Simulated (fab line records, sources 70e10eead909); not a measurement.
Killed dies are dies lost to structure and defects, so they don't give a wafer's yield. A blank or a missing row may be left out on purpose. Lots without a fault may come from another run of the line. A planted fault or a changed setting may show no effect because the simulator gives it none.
Which tool did it? | flow nand_harc | 24 lots, 72 wafers sampled, at 4 steps of a route of 1302

WHAT THE GAUGES READ, wafer by wafer
NHARC_A_CHANNEL_HOLE_D2_CD_MEAS_31.
lot  | measured     | on        | cd_nm (nm)
L074 | day 14 02:30 | cd_sem-02 | 92.8 93.7 90.1
L075 | day 14 03:37 | cd_sem-02 | 88.8 90.7 89.3
L076 | day 14 06:39 | cd_sem-02 | 88.9 89.1 92.6
L077 | day 15 04:39 | cd_sem-02 | 91.7 91.7 89.6
L078 | day 15 05:29 | cd_sem-02 | 88.8 88.3 87.7
L079 | day 15 08:49 | cd_sem-02 | 91.4 89.1 90.8
L080 | day 15 20:40 | cd_sem-01 | 86.7 92.3 89.5
L081 | day 16 02:13 | cd_sem-02 | 88.2 93.8 87.3
L082 | day 16 01:59 | cd_sem-01 | 90.2 91.7 91.4
L083 | day 17 17:58 | cd_sem-02 | 88.4 92.4 87.8
L084 | day 17 19:29 | cd_sem-02 | 90.1 88.6 92.3
L085 | day 18 06:44 | cd_sem-03 | 93.9 89.3 90.7
L086 | day 18 07:06 | cd_sem-02 | 90.8 88.4 90.6
L087 | day 19 08:46 | cd_sem-03 | 91.9 92.0 91.0
L088 | day 19 22:49 | cd_sem-02 | 92.3 91.5 90.6
L089 | day 20 00:04 | cd_sem-02 | 91.1 89.9 88.5
L090 | day 20 22:17 | cd_sem-02 | 89.3 91.9 91.4
L091 | day 21 01:46 | cd_sem-01 | 89.9 92.1 89.2
L092 | day 21 02:29 | cd_sem-03 | 87.1 89.4 88.1
L093 | day 21 10:07 | cd_sem-01 | 87.6 88.5 92.6
L094 | day 22 07:10 | cd_sem-03 | 91.3 88.8 90.5
L096 | day 22 07:11 | cd_sem-01 | 88.3 91.8 89.9
L095 | day 22 16:39 | cd_sem-02 | 89.8 90.2 89.3
L097 | day 23 00:48 | cd_sem-01 | 89.5 88.3 91.3

WHICH TOOL RAN EACH LOT (tool, then ch and the chambers of the sampled wafers, then the start)
lot  | NHARC_A_CHANNEL_FILL_D1_ALD_15                 | NHARC_A_CHANNEL_FILL_D1_ETCHBACK_19 | NHARC_A_CHANNEL_HOLE_D2_ETCH_24
L074 | ald_sin_batch-01 ch 0, day 10 15:05 or earlier | rie_si-05 ch 0,1,3, day 10 15:05    | har_etch-01 ch 0,1, day 13 23:15
L075 | ald_sin_batch-03 ch 0, day 10 15:07 or earlier | rie_si-03 ch 1,2,3, day 10 15:07    | har_etch-02 ch 0,1, day 14 00:20
L076 | ald_sin_batch-01 ch 0, day 10 22:35 or earlier | rie_si-05 ch 1,2,3, day 10 22:35    | har_etch-01 ch 0,1, day 14 03:23
L077 | ald_sin_batch-03 ch 0, day 11 10:33 or earlier | rie_si-02 ch 2,3, day 11 10:33      | har_etch-01 ch 0, day 15 01:16
L078 | ald_sin_batch-02 ch 0, day 11 16:32 or earlier | rie_si-05 ch 0,2,3, day 11 16:32    | har_etch-02 ch 0,1, day 15 02:21
L079 | ald_sin_batch-02 ch 0, day 11 16:31 or earlier | rie_si-02 ch 1,2,3, day 11 16:31    | har_etch-01 ch 0,1, day 15 05:26
L080 | ald_sin_batch-01 ch 0, day 12 04:05 or earlier | rie_si-02 ch 0,2,3, day 12 04:05    | har_etch-01 ch 0,1, day 15 17:17
L081 | ald_sin_batch-03 ch 0, day 12 18:59 or earlier | rie_si-03 ch 0,1,2, day 12 18:59    | har_etch-01 ch 1, day 15 22:57
L082 | ald_sin_batch-03 ch 0, day 12 18:57 or earlier | rie_si-05 ch 0,3, day 12 18:57      | har_etch-02 ch 0,1, day 15 22:35
L083 | ald_sin_batch-03 ch 0, day 13 22:58 or earlier | rie_si-03 ch 0,1, day 13 22:58      | har_etch-01 ch 0,1, day 17 14:42
L084 | ald_sin_batch-03 ch 0, day 13 22:58 or earlier | rie_si-02 ch 0,1,2, day 13 22:58    | har_etch-02 ch 0, day 17 16:13
L085 | ald_sin_batch-02 ch 0, day 14 15:41 or earlier | rie_si-02 ch 0,2,3, day 14 15:41    | har_etch-02 ch 0,1, day 18 03:23
L086 | ald_sin_batch-01 ch 0, day 14 15:41 or earlier | rie_si-03 ch 0,1,3, day 14 15:41    | har_etch-01 ch 0,1, day 18 03:50
L087 | ald_sin_batch-02 ch 0, day 15 19:41 or earlier | rie_si-05 ch 0,2, day 15 19:41      | har_etch-02 ch 1, day 19 05:23
L088 | ald_sin_batch-02 ch 0, day 16 02:12 or earlier | rie_si-02 ch 1,2,3, day 16 02:12    | har_etch-02 ch 0,1, day 19 19:26
L089 | ald_sin_batch-03 ch 0, day 16 10:18 or earlier | rie_si-02 ch 1,2, day 16 10:18      | har_etch-01 ch 1, day 19 20:41
L090 | ald_sin_batch-01 ch 0, day 17 06:50 or earlier | rie_si-05 ch 0,1,3, day 17 06:50    | har_etch-01 ch 1, day 20 18:54
L091 | ald_sin_batch-01 ch 0, day 17 06:49 or earlier | rie_si-02 ch 1,2,3, day 17 06:49    | har_etch-02 ch 0,1, day 20 22:22
L092 | ald_sin_batch-02 ch 0, day 17 13:34 or earlier | rie_si-02 ch 0,1,2, day 17 13:34    | har_etch-01 ch 0,1, day 20 23:19
L093 | ald_sin_batch-03 ch 0, day 17 18:49 or earlier | rie_si-05 ch 0,3, day 17 18:49      | har_etch-02 ch 0,1, day 21 06:50
L094 | ald_sin_batch-01 ch 0, day 18 22:36 or earlier | rie_si-02 ch 0,2,3, day 18 22:36    | har_etch-01 ch 0,1, day 22 03:55
L096 | ald_sin_batch-01 ch 0, day 18 22:36 or earlier | rie_si-05 ch 1,2,3, day 18 22:36    | har_etch-02 ch 0,1, day 22 03:55
L095 | ald_sin_batch-01 ch 0, day 19 03:10 or earlier | rie_si-05 ch 0,3, day 19 03:10      | har_etch-02 ch 0,1, day 22 13:39
L097 | ald_sin_batch-03 ch 0, day 19 11:23 or earlier | rie_si-03 ch 1,2, day 19 11:23      | har_etch-02 ch 0,1, day 22 21:16
- NHARC_A_CHANNEL_FILL_D1_ALD_15: deposits SiNx, target thk 2 nm, pulse time 60 s, ald cycles 19.
- NHARC_A_CHANNEL_FILL_D1_ETCHBACK_19: etches the open film in HBr/Cl2, target depth 5 nm, time 1.7 s.
- NHARC_A_CHANNEL_HOLE_D2_ETCH_24: etches the open film in C4F8/O2/Ar, time 906.2 s, target depth 1500 nm.

WHAT THE TOOLS THEMSELVES READ (means of the sampled wafers that have a number; where no wafer has one, the mark that the record gives instead)
NHARC_A_CHANNEL_FILL_D1_ALD_15.
lot  | tool             | precursor_pulse_height_rel
L074 | ald_sin_batch-01 | 1.011
L075 | ald_sin_batch-03 | 0.990
L076 | ald_sin_batch-01 | 0.983
L077 | ald_sin_batch-03 | 1.007
L078 | ald_sin_batch-02 | 0.998
L079 | ald_sin_batch-02 | 0.988
L080 | ald_sin_batch-01 | 1.004
L081 | ald_sin_batch-03 | 1.002
L082 | ald_sin_batch-03 | 0.998
L083 | ald_sin_batch-03 | 0.996
L084 | ald_sin_batch-03 | 0.993
L085 | ald_sin_batch-02 | 0.994
L086 | ald_sin_batch-01 | 0.997
L087 | ald_sin_batch-02 | 1.008
L088 | ald_sin_batch-02 | 0.997
L089 | ald_sin_batch-03 | 0.999
L090 | ald_sin_batch-01 | 0.989
L091 | ald_sin_batch-01 | 1.001
L092 | ald_sin_batch-02 | 1.008
L093 | ald_sin_batch-03 | 0.987
L094 | ald_sin_batch-01 | 1.003
L096 | ald_sin_batch-01 | 0.995
L095 | ald_sin_batch-01 | 1.004
L097 | ald_sin_batch-03 | 0.997

NHARC_A_CHANNEL_FILL_D1_ETCHBACK_19.
lot  | tool      | drypump_motor_current_A (A) | oes_product_au (a.u.) | throttle_valve_pct (%)
L074 | rie_si-05 | 5.7                         | 0.999                 | 26.409
L075 | rie_si-03 | 5.1                         | 0.996                 | 26.414
L076 | rie_si-05 | 6.0                         | 1.013                 | 26.411
L077 | rie_si-02 | 5.4                         | 0.991                 | 26.394
L078 | rie_si-05 | 6.0                         | 1.005                 | 26.403
L079 | rie_si-02 | 5.4                         | 0.984                 | 26.405
L080 | rie_si-02 | 5.5                         | 0.991                 | 26.409
L081 | rie_si-03 | 5.2                         | 0.996                 | 26.407
L082 | rie_si-05 | 5.6                         | 0.995                 | 26.406
L083 | rie_si-03 | 5.3                         | 0.981                 | 26.411
L084 | rie_si-02 | 5.4                         | 0.995                 | 26.401
L085 | rie_si-02 | 5.4                         | 1.007                 | 26.404
L086 | rie_si-03 | 5.2                         | 0.986                 | 26.411
L087 | rie_si-05 | 6.3                         | 1.001                 | 26.406
L088 | rie_si-02 | 5.4                         | 0.999                 | 26.403
L089 | rie_si-02 | 5.3                         | 0.996                 | 26.410
L090 | rie_si-05 | 5.7                         | 0.990                 | 26.403
L091 | rie_si-02 | 5.4                         | 0.991                 | 26.410
L092 | rie_si-02 | 5.4                         | 1.010                 | 26.413
L093 | rie_si-05 | 5.6                         | 0.992                 | 26.400
L094 | rie_si-02 | 5.4                         | 1.004                 | 26.401
L096 | rie_si-05 | 6.1                         | 0.999                 | 26.400
L095 | rie_si-05 | 5.6                         | 0.984                 | 26.405
L097 | rie_si-03 | 5.1                         | 1.011                 | 26.413

NHARC_A_CHANNEL_HOLE_D2_ETCH_24.
lot  | tool        | c4f8_flow_sccm (sccm) | drypump_motor_current_A (A) | showerhead_plenum_p_Torr (Torr) | temp_c (C) | throttle_valve_pct (%)
L074 | har_etch-01 | 93.90                 | 5.45                        | 3.60                            | -20.05     | 32.238
L075 | har_etch-02 | 93.76                 | 5.96                        | 3.67                            | -19.93     | 32.237
L076 | har_etch-01 | 93.63                 | 5.58                        | 3.65                            | -19.96     | 32.240
L077 | har_etch-01 | 93.31                 | 5.33                        | 3.56                            | -20.06     | 32.229
L078 | har_etch-02 | 93.87                 | 5.86                        | 3.69                            | -20.00     | 32.238
L079 | har_etch-01 | 93.74                 | 5.47                        | 3.59                            | -19.96     | 32.233
L080 | har_etch-01 | 93.94                 | 5.45                        | 3.59                            | -19.87     | 32.242
L081 | har_etch-01 | 93.78                 | 5.70                        | 3.67                            | -20.12     | 32.232
L082 | har_etch-02 | 93.89                 | 5.95                        | 3.65                            | -19.96     | 32.235
L083 | har_etch-01 | 93.82                 | 5.45                        | 3.57                            | -19.87     | 32.232
L084 | har_etch-02 | 93.78                 | 6.03                        | 3.61                            | -19.94     | 32.234
L085 | har_etch-02 | 93.93                 | 5.94                        | 3.64                            | -19.96     | 32.234
L086 | har_etch-01 | 93.88                 | 5.45                        | 3.57                            | -19.98     | 32.247
L087 | har_etch-02 | 93.78                 | 5.79                        | 3.69                            | -20.03     | 32.240
L088 | har_etch-02 | 93.87                 | 5.83                        | 3.66                            | -19.86     | 32.230
L089 | har_etch-01 | 93.66                 | 5.70                        | 3.64                            | -20.08     | 32.238
L090 | har_etch-01 | 94.15                 | 5.68                        | 3.64                            | -19.84     | 32.241
L091 | har_etch-02 | 93.64                 | 5.86                        | 3.65                            | -19.99     | 32.230
L092 | har_etch-01 | 93.92                 | 5.45                        | 3.55                            | -20.00     | 32.237
L093 | har_etch-02 | 93.97                 | 5.97                        | 3.62                            | -19.93     | 32.237
L094 | har_etch-01 | 93.64                 | 5.43                        | 3.54                            | -19.96     | 32.224
L096 | har_etch-02 | 93.52                 | 5.86                        | 3.64                            | -20.01     | 32.232
L095 | har_etch-02 | 93.93                 | 5.86                        | 3.63                            | -19.93     | 32.239
L097 | har_etch-02 | 93.62                 | 5.85                        | 3.63                            | -19.96     | 32.234

THE ANSWER, worked out from the rows above alone
Rule: what is usual is taken from the lots themselves. Put in order of their means at a reading, lots are off if they are a third of the lots or fewer, leave a main group of 4 or more, and stand apart from it by a gap of 3 or more times the standard deviation of the main group's means; of several such gaps the widest counts. A main group whose means are all the same, to the digits that the tables above print for the reading, isn't used. A lot without any number at a reading at which 4 lots or more have one is off too. The other lots that the step has rows for count as sound. The gauges are gone through in route order, then the tools' own readings, and for those a lot's mean is taken as printed above. The first step at which some lot is off is used, and at that step the reading that is off furthest; a lot without a number counts as furthest.
No lot is off at any reading shown: from this, nothing can be told.

WHAT THE SIMULATOR HAD PUT IN
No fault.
